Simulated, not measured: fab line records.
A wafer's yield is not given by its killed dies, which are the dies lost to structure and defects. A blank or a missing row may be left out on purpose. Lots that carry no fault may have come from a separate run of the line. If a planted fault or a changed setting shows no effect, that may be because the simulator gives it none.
fab line records	flow n5Finfet
[record] lots = 7	wafers = 19	lastDay = 17
route steps=1938 shown BEOL_M3@1006 BEOL_M4@1111 PASSIVATION@1936
lots with no fault: from the same line, run without faults
startH: the number of hours between the record's first day and the start of the first shown wafer of the lot	waitH: hours from the lot's prior step to this one	" as in the row above	L1.1+2: a row that stands for several wafers	- no value present, or no start provided	* or withheld: withheld	< > ~ a bound
route shown NAME@n: names a module that has steps shown in the file, with the first one's number in the route	usual: the fault-free wafers' mean and standard deviation	same: alike in all rows	chamber/n: place in a boat	sites: readings site by site	_std_site: the standard deviation of these	_edge_site: mean of outer sites minus mean of inner sites	radiusMm: for every site, how far away it sits from the centre of the wafer	mask NAME#n: copy n	behind: the tool/chamber that last shaped the wafer	hold: why the lot was held/for how many hours/how that ended	device: the transistor (n, p or np) that didn't switch	end of line: the route-end tests of the same wafers	for a step that has no rows: nothing shown but its recipe	killed: count of dies lost to structure and defects at first sort (not the wafer's yield)	map: shows each die of a wafer: x if killed, . if not, _ if none is there
set.NAME: the setting the step ran with; set.NAME@STEP: the setting that earlier step ran with	model.NAME: the simulator's own value behind a step, which no gauge read
certain route steps with their lots: each step a table, each wafer a row
services: a tool's chamber out of use, with start hour (startH, from the record's first day; less than 0 if before it), hours out, and reason
[[steps]]
[step N5_BEOL_M3_SPUTTER_92]
[recipe] material = Cu	targetThkA = 45	tempC = -20	chamberPressurePa = 0.07	powerW = withheld	timeS = 8.29
[usual] throttleValvePct = 30.2/0.61
lot.wafer	tool	chamber	startH	waitH	throttleValvePct
L450.1	pvdSputter-02	-	153.63	0.1	31.3
L450.5	"	-	"	"	29.6
L450.6	"	-	"	"	30.3
L453.4	pvdSputter-03	-	170.38	0.1	30.3
L453.5	"	-	"	"	30.2
L453.6	"	-	"	"	31.3
L460.1	pvdSputter-01	-	220.98	0.1	30.3
L460.4	"	-	"	"	29.5
L460.5	"	-	"	"	30.3
L461.3	pvdSputter-01	-	223.32	0.1	29.6
L461.4	"	-	"	"	30.2
L461.6	"	-	"	"	30.0
L465.1	pvdSputter-01	-	244.25	0.1	30.1
L465.4	"	-	"	"	29.6
L466.3	pvdSputter-01	-	254.01	0.1	30.2
L466.4	"	-	"	"	30.2
L471.1	pvdSputter-03	-	284.40	0.1	29.6
L471.4	"	-	"	"	30.4
L471.6	"	-	"	"	31.5
[step N5_BEOL_M3_ANNEAL_93]
[recipe] tempC = 400	timeS = 240	ambient = vacuum
[step N5_BEOL_M3_SPUTTER_94]
[recipe] material = Cu	targetThkA = 45	tempC = -20	chamberPressurePa = 0.07	powerW = withheld	timeS = 8.29
[usual] throttleValvePct = 30.2/0.62
lot.wafer	tool	chamber	startH	waitH	throttleValvePct
L450.1	pvdSputter-02	-	153.85	0.1	31.2
L450.5	"	-	"	"	29.8
L450.6	"	-	"	"	30.3
L453.4	pvdSputter-03	-	170.60	0.1	30.2
L453.5	"	-	"	"	29.9
L453.6	"	-	"	"	31.5
L460.1	pvdSputter-01	-	221.20	0.1	30.1
L460.4	"	-	"	"	29.7
L460.5	"	-	"	"	30.0
L461.3	pvdSputter-01	-	223.54	0.1	29.8
L461.4	"	-	"	"	30.5
L461.6	"	-	"	"	30.3
L465.1	pvdSputter-01	-	244.47	0.1	30.2
L465.4	"	-	"	"	29.9
L466.3	pvdSputter-01	-	254.23	0.1	30.3
L466.4	"	-	"	"	30.2
L471.1	pvdSputter-03	-	284.62	0.1	29.5
L471.4	"	-	"	"	30.1
L471.6	"	-	"	"	31.6
[step N5_BEOL_M3_ANNEAL_95]
[recipe] tempC = 400	timeS = 240	ambient = vacuum
[step N5_BEOL_M3_SPUTTER_96]
[recipe] material = Cu	targetThkA = 45	tempC = -20	chamberPressurePa = 0.07	powerW = withheld	timeS = 8.29
[step N5_BEOL_M3_ECD_50]
[recipe] material = Cu	targetThkA = 3000
[step N5_BEOL_M3_ANNEAL_51]
[recipe] tempC = 225	timeS = 90	ambient = N2
[usual] wafer_temp_C_max = 225.75/0.21
lot.wafer	tool	chamber	startH	waitH	wafer_temp_C_max
L450.1	rtpAnneal-01	0	154.54	0.3	225.65
L450.5	"	0	"	"	225.73
L450.6	"	0	"	"	225.59
L453.4	rtpAnneal-02	0	171.54	0.6	225.60
L453.5	"	0	"	"	225.48
L453.6	"	0	"	"	225.49
L460.1	rtpAnneal-02	0	221.61	0.1	225.68
L460.4	"	0	"	"	225.56
L460.5	"	0	"	"	225.72
L461.3	rtpAnneal-01	0	224.04	0.1	225.93
L461.4	"	0	"	"	225.82
L461.6	"	0	"	"	225.50
L465.1	rtpAnneal-01	0	244.90	0.1	225.82
L465.4	"	0	"	"	225.97
L466.3	rtpAnneal-02	0	254.74	0.1	225.52
L466.4	"	0	"	"	225.32
L471.1	rtpAnneal-02	0	285.03	0.1	225.72
L471.4	"	0	"	"	225.49
L471.6	"	0	"	"	225.79
[step N5_BEOL_M3_CMP_52]
[recipe] stopOn = SiOC	tOverpolishS = 6.8	downForcePsi = 1	platenRpm = 50	clearingPlatenDownForcePsi = 1.5	clearingPlatenRpm = 50	postCmpClean = cuAlkaline	targetThkNm = 40	clearingPlatenPadVelocityMS = 0.99484	padVelocityMS = 0.99484
[usual] barrierFieldEndpointS = 24.2/0.69	clearingPlatenRpm = 49.999/0.026	motorCurrentA = 6.0/0.6	overpolishRunS = 6.798/0.0092	timeToEndpointS = 60/3.5
lot.wafer	tool	chamber	startH	waitH	barrierFieldEndpointS	clearingPlatenRpm	motorCurrentA	overpolishRunS	timeToEndpointS
L450.1	cmp-03	0	154.95	0.4	25.0	49.987	6.7	6.805	65
L450.5	"	1	"	"	24.9	50.032	5.9	6.793	67
L450.6	"	2	"	"	25.9	50.012	6.7	6.764	69
L453.4	cmp-01	0	171.74	0.2	25.4	50.002	5.0	6.792	64
L453.6	"	3	"	"	25.5	49.966	6.9	6.804	65
L453.5	"	0	"	"	24.4	50.041	4.9	6.811	60
L460.4	cmp-02	3	221.91	0.1	23.9	49.989	5.8	6.795	57
L460.1	"	2	"	"	23.3	49.982	5.8	6.809	56
L460.5	"	0	"	"	24.3	50.040	4.8	6.800	60
L461.3	cmp-02	0	224.25	0.2	23.0	50.032	5.1	6.797	54
L461.4	"	2	"	"	23.4	49.992	6.2	6.792	56
L461.6	"	0	"	"	23.7	49.945	5.1	6.803	58
L465.4	cmp-03	0	245.23	0.2	25.3	50.008	6.8	6.792	61
L465.1	"	2	"	"	24.6	49.977	6.6	6.803	64
L466.3	cmp-03	1	255.02	0.2	24.2	50.000	5.9	6.800	61
L466.4	"	2	"	"	24.9	50.000	6.7	6.789	63
L471.1	cmp-01	2	285.37	0.3	24.1	49.980	5.6	6.794	63
L471.4	"	3	"	"	26.1	49.988	7.1	6.789	69
L471.6	"	2	"	"	25.0	49.993	5.3	6.794	64
[step N5_BEOL_M3_THK_MEAS_53]
[recipe] thkMeasGauge = xrf	reads = Cu_of_BEOL_M3_ECD_50
[usual] M3_THK = 38.8/1.6
lot.wafer	tool	chamber	startH	waitH	M3_THK[nm]
L450.1	filmMetro-02	-	155.13	-	37.2
L450.5	"	-	"	"	37.7
L450.6	"	-	"	"	40.8
L453.4	filmMetro-02	-	172.00	-	38.0
L453.5	"	-	"	"	39.2
L453.6	"	-	"	"	39.1
L460.1	filmMetro-02	-	222.21	-	37.9
L460.4	"	-	"	"	40.1
L460.5	"	-	"	"	39.5
L461.3	filmMetro-02	-	224.55	-	37.6
L461.4	"	-	"	"	37.6
L461.6	"	-	"	"	38.0
L465.1	filmMetro-01	-	245.49	-	40.7
L465.4	"	-	"	"	39.7
L466.3	filmMetro-02	-	255.24	-	40.0
L466.4	"	-	"	"	41.8
L471.1	filmMetro-02	-	285.62	-	41.5
L471.4	"	-	"	"	42.9
L471.6	"	-	"	"	43.2
[step N5_BEOL_M3_PRE_CLEAN_60]
[recipe] gas = NH3/H2	timeS = 15	tempC = *	rfPowerW = 300
[step N5_BEOL_M3_CO_CAP_55]
[recipe] material = Co	targetThkA = 20	tempC = 200	precursor = CCTBA/H2	pressureTorr = 30	timeS = 102.1
[usual] heaterPowerW = 228/23
lot.wafer	tool	chamber	startH	waitH	heaterPowerW
L450.1	cvdCo-02	2	155.23	0.0	260
L450.5	"	0	"	"	243
L450.6	"	1	"	"	201
L453.4	cvdCo-02	2	172.26	0.0	260
L453.5	"	1	"	"	202
L453.6	"	0	"	"	244
L460.1	cvdCo-01	2	222.31	0.0	238
L460.4	"	0	"	"	199
L460.5	"	0	"	"	199
L461.3	cvdCo-02	2	224.62	0.0	263
L461.4	"	1	"	"	198
L461.6	"	2	"	"	258
L465.1	cvdCo-01	0	245.56	0.0	197
L465.4	"	0	"	"	197
L466.3	cvdCo-02	2	255.32	0.0	262
L466.4	"	0	"	"	242
L471.1	cvdCo-02	1	285.78	0.0	207
L471.4	"	2	"	"	256
L471.6	"	1	"	"	205
[step N5_BEOL_M3_PRE_CLEAN_56]
[recipe] gas = NH3	timeS = 15	tempC = withheld	rfPowerW = 300
[step N5_BEOL_M3_DEP_57]
[recipe] material = SiCN	targetThkA = 80	tempC = withheld	precursor = 3MS/NH3	pressureTorr = 3	rfW = 202	timeS = 14
[usual] rfFwdPowerW = 199.2/0.87	showerheadPlenumPTorr = 3.662/0.012	throttleValvePct = 9.0/0.45
lot.wafer	tool	chamber	startH	waitH	rfFwdPowerW	showerheadPlenumPTorr	throttleValvePct	model.SiCN_of_BEOL_M3_DEP_57.thkNm
L450.1	pecvd-01	2	155.35	0.0	198.7	3.656	9.0	7.8
L450.5	"	2	"	"	197.8	3.658	8.9	8
L450.6	"	0	"	"	200.7	3.652	9.8	8
L453.4	pecvd-04	2	172.36	0.0	199.3	3.670	8.8	7.8
L453.5	"	0	"	"	199.2	3.653	9.2	8
L453.6	"	1	"	"	198.4	3.678	9.1	8
L460.1	pecvd-04	1	222.48	0.0	198.9	3.665	9.2	8
L460.4	"	0	"	"	197.5	3.659	9.2	8
L460.5	"	0	"	"	198.2	3.665	9.0	8
L461.3	pecvd-04	0	224.77	0.0	196.8	3.643	8.8	8
L461.4	"	1	"	"	199.3	3.662	9.2	8
L461.6	"	0	"	"	198.4	3.654	9.0	8
L465.1	pecvd-04	0	245.68	0.0	-	3.646	9.1	5.4
L465.4	"	0	"	"	199.4	3.648	9.0	8
L466.3	pecvd-04	0	255.43	0.0	-	3.652	9.3	5.2
L466.4	"	1	"	"	198.7	3.671	9.2	8
L471.1	pecvd-04	0	285.89	0.0	-	3.645	9.4	5.2
L471.4	"	0	"	"	198.2	3.653	9.1	7.8
L471.6	"	2	"	"	199.9	3.644	7.9	7.6
[step N5_BEOL_M3_RS_MEAS_58]
[recipe] thkMeasGauge = four-point-probe	reads = Co_of_BEOL_M3_CO_CAP_55+Cu_of_BEOL_M3_ECD_50+Co_of_BEOL_M3_CVD_47+TaN_of_BEOL_M3_ALD_84
[usual] M3_RS = 0.70/0.037
lot.wafer	tool	chamber	startH	waitH	M3_RS[ohm/sq]
L450.1	filmMetro-02	-	155.41	0.0	0.75
L450.5	"	-	"	"	0.73
L450.6	"	-	"	"	0.66
L453.4	filmMetro-02	-	172.41	0.0	0.71
L453.5	"	-	"	"	0.68
L453.6	"	-	"	"	0.69
L460.1	filmMetro-02	-	222.62	0.1	0.71
L460.4	"	-	"	"	0.66
L460.5	"	-	"	"	0.68
L461.3	filmMetro-02	-	224.84	0.1	0.72
L461.4	"	-	"	"	0.72
L461.6	"	-	"	"	0.71
L465.1	filmMetro-01	-	245.75	0.0	0.65
L465.4	"	-	"	"	0.67
L466.3	filmMetro-01	-	255.51	0.1	0.67
L466.4	"	-	"	"	0.64
L471.1	filmMetro-01	-	285.96	0.0	0.64
L471.4	"	-	"	"	0.62
L471.6	"	-	"	"	0.61
[step N5_BEOL_M4_RC_MEAS_101]
[usual] DIBL_N = 36.0/1.6	DIBL_P = 36.1/2	IOFF_N = 0.160/0.029	IOFF_P = 0.21/0.039	ION_N = 675/13	ION_P = 464/8.8	SS_N = 71.5/0.58	SS_P = 73.3/0.65	VT_N = 250/3.3	VT_P = -249/3.6
lot.wafer	tool	chamber	startH	waitH	DIBL_N[mV/V]	DIBL_P[mV/V]	IOFF_N[nA/um]	IOFF_P[nA/um]	ION_N[uA/um]	ION_P[uA/um]	SS_N[mV/dec]	SS_P[mV/dec]	VT_N[mV]	VT_P[mV]
L450.1	prober-02	0	163.92	0.0	34.0	31.5	0.107	0.14	654	448	70.2	73.1	254	-256
L450.5	"	0	"	"	35.0	32.7	0.117	0.15	656	445	71.0	72.7	256	-255
L450.6	"	0	"	"	35.7	34.8	0.131	0.19	658	460	71.1	73.1	251	-252
L453.4	prober-02	0	187.27	0.5	35.3	35.7	0.135	0.17	667	455	72.0	72.2	252	-256
L453.5	"	0	"	"	33.8	33.5	0.111	0.14	656	454	71.8	72.8	256	-258
L453.6	"	0	"	"	35.2	34.8	0.135	0.17	675	460	71.8	73.1	253	-254
L460.1	prober-02	0	234.40	0.0	36.5	37.7	0.167	0.27	673	470	71.8	73.6	246	-244
L460.4	"	0	"	"	37.2	39.1	0.185	0.30	689	479	71.9	73.8	244	-243
L460.5	"	0	"	"	36.4	37.4	0.165	0.25	678	471	72.9	73.8	249	-243
L461.3	prober-01	0	236.55	0.3	37.6	38.9	0.199	0.28	697	488	71.8	73.8	247	-243
L461.4	"	0	"	"	35.5	35.7	0.150	0.22	671	464	71.2	73.6	251	-246
L461.6	"	0	"	"	36.2	37.1	0.167	0.24	683	474	71.8	73.1	248	-245
L465.1	prober-01	0	264.87	0.0	36.4	35.4	0.150	0.17	661	451	70.8	73.2	249	-254
L465.4	"	0	"	"	37.1	36.9	0.173	0.20	675	453	71.7	73.7	247	-252
L466.3	prober-02	0	268.20	0.3	35.9	36.8	0.171	0.23	682	470	71.7	73.5	246	-249
L466.4	"	0	"	"	35.2	36.3	0.154	0.23	669	466	72.0	73.8	249	-247
L471.1	prober-02	0	294.45	0.0	34.6	35.7	0.152	0.22	666	456	71.4	73.7	250	-247
L471.4	"	0	"	"	31.8	33.1	0.106	0.18	655	457	70.4	72.1	255	-252
L471.6	"	0	"	"	30.4	31.7	0.092	0.16	650	453	70.9	72.3	259	-254
[step N5_PASSIVATION_PROBE_49]
[usual] defectLimitedYield = 91.0/1.3	killed_at_M0_to_M3 = 36/9.5	killed_at_M4_up = 14/5.6	killedAtContacts = 12/6.4	killedAtFrontEnd = 40/10	killedAtOther = 3.2/3	killedDies = 107/15	killedOpen = 69/12	killedShort = 35/7.7	sort_bin_5_function = 5.3/0.91	sort_bin_6_memory = 3.3/0.65	sortNPass = 1073/15	sortYieldPct = 91.0/1.3
[same] grossDies = 1180	killedAtBackSide = 0	sort_bin_4_leakage[%] = 0	sort_bin_8_speed[%] = 0
lot.wafer	tool	chamber	startH	waitH	defectLimitedYield[%]	killed_at_M0_to_M3	killed_at_M4_up	killedAtContacts	killedAtFrontEnd	killedAtOther	killedDies	killedOpen	killedShort	sort_bin_5_function[%]	sort_bin_6_memory[%]	sortNPass	sortYieldPct[%]
L453.4	prober-01	-	293.64	0.2	91.6	47	13	4	34	1	99	52	40	5.0	2.2	1081	91.6
L453.5	prober-01	-	293.69	0.2	92.5	34	9	5	33	8	89	53	31	4.3	2.7	1091	92.5
L453.6	prober-01	-	293.74	0.3	90.8	49	11	14	32	2	108	68	38	5.4	3.2	1072	90.8
L460.1	prober-01	-	346.27	0.0	92.5	25	10	2	50	2	89	55	31	3.7	3.2	1091	92.5
L460.4	prober-01	-	346.42	0.2	91.6	39	11	10	36	3	99	58	36	4.6	3.1	1081	91.6
L460.5	prober-01	-	346.47	0.2	92.0	24	13	10	43	4	94	55	34	4.7	2.7	1086	92.0
L461.3	prober-01	-	354.78	0.1	89.6	52	16	13	38	4	123	78	43	6.3	4.1	1057	89.6
L461.6	prober-01	-	354.93	0.3	92.4	23	14	20	31	2	90	67	22	4.8	2.6	1090	92.4
L466.3	prober-01	-	382.01	0.1	90.1	54	12	21	25	5	117	87	28	5.6	4.2	1063	90.1
L466.4	prober-01	-	382.06	0.2	87.5	47	21	23	44	13	148	82	63	8.1	4.2	1032	87.5
L471.1	prober-01	-	403.33	0.0	93.5	24	13	13	27	0	77	57	20	3.6	2.6	1103	93.5
L471.4	prober-01	-	403.48	0.2	91.3	40	13	22	25	3	103	76	23	5.2	3.4	1077	91.3
L471.6	prober-01	-	403.58	0.3	92.9	26	15	16	27	0	84	55	27	4.5	2.4	1096	92.9
// killed by level:class
L453.4 BEOL_M0_SAQP:geometricParticle:short=11 BEOL_M3:geometricParticle:open=9 BEOL_M2:geometricParticle:open=7 FIN_SAQP:geometricParticle:short=6 BEOL_M2:geometricParticle:short=6 HKMG_FIN:areaEtch=6 BEOL_M0_SAQP:geometricParticle:open=5 BEOL_M1:geometricParticle:open=5
L453.5 BEOL_M3:geometricParticle:open=14 FIN_SAQP:geometricParticle:short=6 STI_FIN_REVEAL:geometricParticle:open=6 BEOL_M2:geometricParticle:open=6 FIN_SAQP:geometricParticle:open=4 MOL_CONTACT_COAG:geometricParticle:open=4 BEOL_M0_SAQP:geometricParticle:open=4 GATE_CUT:geometricParticle:short=3
L453.6 BEOL_M3:geometricParticle:open=11 MOL_CONTACT_COAG:geometricParticle:open=10 BEOL_M2:geometricParticle:open=10 FIN_SAQP:geometricParticle:open=9 FIN_SAQP:geometricParticle:short=9 BEOL_M0_SAQP:geometricParticle:open=8 BEOL_M0_SAQP:geometricParticle:short=7 BEOL_M4:geometricParticle:open=6
L460.1 FIN_SAQP:geometricParticle:open=15 FIN_SAQP:geometricParticle:short=13 BEOL_M1:geometricParticle:open=9 BEOL_M4:geometricParticle:open=7 STI_FIN_REVEAL:geometricParticle:open=7 BEOL_M0_SAQP:geometricParticle:open=5 BEOL_M0_SAQP:geometricParticle:short=4 GATE_CUT:geometricParticle:open=3
L460.4 BEOL_M1:geometricParticle:open=8 BEOL_M0_SAQP:geometricParticle:open=8 MOL_CONTACT_COAG:geometricParticle:open=7 BEOL_M0_SAQP:geometricParticle:short=7 BEOL_M2:geometricParticle:open=7 FIN_SAQP:geometricParticle:short=6 DUMMY_GATE:geometricParticle:open=5 BEOL_M4:geometricParticle:open=5
L460.5 FIN_SAQP:geometricParticle:open=9 BEOL_M4:geometricParticle:open=8 BEOL_M0:geometricParticle:open=7 GATE_CUT:geometricParticle:short=5 MOL_CONTACT_COAG:geometricParticle:open=5 MOL_CONTACT_COAG:geometricParticle:short=5 STARTING-WAFER:geometricParticle:open=5 FIN_SAQP:geometricParticle:short=4
L461.3 BEOL_M0_SAQP:geometricParticle:open=18 BEOL_M0_SAQP:geometricParticle:short=12 MOL_CONTACT_COAG:geometricParticle:open=10 STI_FIN_REVEAL:geometricParticle:open=7 GATE_CUT:geometricParticle:short=6 BEOL_M4:geometricParticle:open=6 FIN_SAQP:geometricParticle:short=5 BEOL_M1:geometricParticle:short=5
L461.6 MOL_CONTACT_COAG:geometricParticle:open=16 STI_FIN_REVEAL:geometricParticle:open=8 BEOL_M3:geometricParticle:open=7 BEOL_M1:geometricParticle:open=6 BEOL_M4:geometricParticle:open=6 GATE_CUT:geometricParticle:short=5 FIN_SAQP:geometricParticle:open=4 ILD0:geometricParticle:open=4
L466.3 MOL_CONTACT_COAG:geometricParticle:open=20 BEOL_M1:geometricParticle:open=13 BEOL_M0_SAQP:geometricParticle:open=12 BEOL_M2:geometricParticle:open=10 BEOL_M0_SAQP:geometricParticle:short=9 BEOL_M5:geometricParticle:open=4 FIN_SAQP:geometricParticle:open=3 DUMMY_GATE:geometricParticle:open=3
L466.4 MOL_CONTACT_COAG:geometricParticle:open=18 BEOL_M0_SAQP:geometricParticle:short=14 FIN_SAQP:geometricParticle:short=10 BEOL_M0_SAQP:geometricParticle:open=7 GATE_CUT:geometricParticle:short=7 BEOL_M0:geometricParticle:open=7 BEOL_M1:geometricParticle:open=7 FIN_SAQP:geometricParticle:open=6
L471.1 MOL_CONTACT_COAG:geometricParticle:open=11 FIN_SAQP:geometricParticle:short=7 BEOL_M4:geometricParticle:open=7 BEOL_M3:geometricParticle:open=6 BEOL_M2:geometricParticle:open=6 BEOL_M0_SAQP:geometricParticle:open=5 FIN_SAQP:geometricParticle:open=4 GATE_CUT:geometricParticle:short=4
L471.4 MOL_CONTACT_COAG:geometricParticle:open=17 FIN_SAQP:geometricParticle:open=10 BEOL_M0_SAQP:geometricParticle:open=9 BEOL_M1:geometricParticle:open=7 STI_FIN_REVEAL:geometricParticle:open=6 BEOL_M2:geometricParticle:open=6 MOL_CONTACT_COAG:geometricParticle:short=5 BEOL_M3:geometricParticle:open=5
L471.6 MOL_CONTACT_COAG:geometricParticle:open=11 BEOL_M2:geometricParticle:open=10 GATE_CUT:geometricParticle:short=5 MOL_CONTACT_COAG:geometricParticle:short=5 BEOL_M4:geometricParticle:open=5 FIN_SAQP:geometricParticle:open=4 GATE_CUT:geometricParticle:open=4 BEOL_M0_SAQP:geometricParticle:short=4
[[services]]
tool	chamber	startH	hours	kind
cmp-02	-	135.25	4.0	pm
cmp-02	-	139.25	-	consumableReplace:conditioner
pvdSputter-03	-	149.66	0.9	repair
cvdCo-01	1	151.35	13.2	repair
cmp-01	-	164.50	4.3	pm
cmp-01	-	173.86	3.3	repair
cvdCo-02	1	181.35	6.2	repair
cvdCo-02	-	186.63	0.6	repair
cmp-02	-	199.17	2.7	repair
pecvd-04	2	202.40	-	clean
pecvd-04	2	202.40	-	consumableReplace:showerhead
pecvd-04	2	202.40	29.0	scheduledDown
pecvd-04	2	202.40	29.0	ventCycle
cvdCo-01	1	207.09	17.2	repair
cmp-03	-	222.36	9.7	pm
cmp-01	-	224.07	4.0	pm
rtpAnneal-02	-	226.70	4.6	pm
pecvd-04	-	229.27	2.6	repair
cmp-03	-	234.65	6.3	repair
cmp-03	-	242.27	2.7	repair
cmp-02	-	243.57	6.4	pm
pecvd-04	1	255.80	14.1	repair
pvdSputter-01	-	265.37	5.6	repair
cmp-02	-	280.02	0.6	repair
[[key]]
firstSign none at tools or gauges
[modelEffect] step = N5_BEOL_M3_DEP_57	value = SiCN_of_BEOL_M3_DEP_57.thkNm	without = 7.8	struck = 5.267
metAt N5_BEOL_M3_DEP_57
struckWafers L465.1,L466.3,L471.1
onsetBetween 224.77 245.68
[fault] kind = processParameterDrift	tool = pecvd-04	chamber = -	onsetH = 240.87	steps = N5_BEOL_M3_DEP_57	channel = timeS	offset = *	shape = step	endH = 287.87	scope = struckWafersOnly	actsIn = *	stated = *
